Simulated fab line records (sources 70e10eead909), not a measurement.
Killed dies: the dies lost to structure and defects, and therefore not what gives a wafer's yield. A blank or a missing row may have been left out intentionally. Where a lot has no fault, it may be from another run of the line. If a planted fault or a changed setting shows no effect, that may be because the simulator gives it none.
Struck lot and sound lot, side by side -- flow nandHarc -- 15 out of 1302 route steps
Sound: wafers L365.1, L365.4, L365.6. The struck wafers were L363.1, L363.3, L363.5. The cause comes at the end.
Order at every step that has rows: each side's tool, ch and its chambers, its first start. Under that, the readings that differ: sound wafers -- struck wafers -- difference of the means -- sigmas: that difference in standard deviations of wafers without a fault.
alike: a reading whose means differ by less than 2 such deviations, as well as words and numbers matching on both sides. not compared: withheld readings; readings where some wafer has no value; bounds like >300 that might hide an equal value; numbers whose values overlap and for which the record gives no deviation.
A row with sigmas, a row that says differs or no value, or rows on one side alone: a step with any of these is where the two part. Numbers that have no deviation but don't overlap get no sigmas and don't part them. A reading that every wafer of one side lacks parts them only if that side has two wafers or more.

first, 4 steps without rows for these wafers: NHARC_A_M1_EBR_05; NHARC_A_M1_EXPOSE_06 (exposes mask A M1, target cd 120 nm); NHARC_A_M1_PEB_07 (peb time 65 s); NHARC_A_M1_DEVELOP_08 (develop time 35 s).
NHARC_A_M1_CD_MEAS_09: target cd 120 nm.
  sound on cdSem-01 ch 0, day 28 09:20; struck on cdSem-01 ch 0, day 28 07:37
  alike: cdNm
NHARC_A_M1_OVL_MEAS_10: pitch 240 nm.
  struck on overlay-01, day 28 07:42; sound on overlay-01, day 28 09:25
  alike: overlayXNm, overlayYNm
NHARC_A_M1_INSPECT_11:
  struck on defectInspect-01, day 28 07:44; sound on defectInspect-01, day 28 09:28
reading,sound,struck,difference,sigmas
rawDefectCount,139 147 155,47 44 39,-104,-2
NHARC_A_M1_DESCUM_14: chemistry O2, time 3 s.
  sound on rieDiel-06 ch 1,2,3, day 28 09:32; struck on rieDiel-09 ch 0,2,3, day 28 07:48
  alike: drypumpMotorCurrentA, oesProductAu, rfVppV, showerheadPlenumPTorr, throttleValvePct
  not compared: rfHoursCounterH
NHARC_A_M1_ETCH_35: etches the open film in N2/H2, target depth 40 nm, overetch 12 nm, time 43.94 s.
  sound on rieDiel-06 ch 0,1, day 28 09:37; struck on rieDiel-09 ch 2,3, day 28 07:54
  alike: drypumpMotorCurrentA, oesProductAu, rfVppV, runLengthS, showerheadPlenumPTorr, throttleValvePct
  not compared: rfHoursCounterH
NHARC_A_M1_ETCH_15: etches the open film in C4F8/Ar, target depth 182.5 nm, time 91.2 s.
  sound on rieDiel-06 ch 0,2,3; struck on rieDiel-09 ch 0,2,3
  alike: oesProductAu, rfVppV, runLengthS
  not compared: rfHoursCounterH
NHARC_A_M1_CD_MEAS_16:
  struck on cdSem-03, day 28 08:09; sound on cdSem-01, day 28 09:49
  alike: cdNm
NHARC_A_M1_STRIP_18: strips in N2/H2.
  sound on rieDiel-09 ch 0,1, day 28 09:56; struck on rieDiel-06 ch 1,2, day 28 08:16
  alike: drypumpMotorCurrentA, oesProductAu, rfVppV, showerheadPlenumPTorr, throttleValvePct
  not compared: rfHoursCounterH
NHARC_A_M1_ETCH_28: etches the open film in CF4/N2, target depth 30 nm, time 72.99 s.
  sound on rieDiel-09 ch 0,1,2, day 28 10:09; struck on rieDiel-06 ch 2,3, day 28 08:31
reading,sound,struck,difference,sigmas
runLengthS (s),94.7 94.7 94.1,78.2 78.5 78.0,-16.3,-40
  alike: drypumpMotorCurrentA, oesProductAu, rfVppV, showerheadPlenumPTorr, throttleValvePct
  not compared: rfHoursCounterH
then, 1 step without rows for these wafers: NHARC_A_M1_STRIP_19 (strips in post etch residue remover, time 600 s).
NHARC_END_SORT_01:
  sound on prober-02 ch 0, day 30 02:07; struck on prober-01 ch 0, day 29 18:26
reading,sound,struck,difference,sigmas
defectLimitedYield (%),88 84 84,93 92 94,+8,+2
killedAtArray,79 98 107,42 43 36,-54,-3
killedDies,80 105 108,50 53 38,-51,-2
  alike: killedAtOther, killedAtPeriphery, killedOpen, killedShort

WHERE THEY PART
Earliest at NHARC_A_M1_INSPECT_11; latest, in this record, at NHARC_END_SORT_01.

WHY: what had been put in by the simulator
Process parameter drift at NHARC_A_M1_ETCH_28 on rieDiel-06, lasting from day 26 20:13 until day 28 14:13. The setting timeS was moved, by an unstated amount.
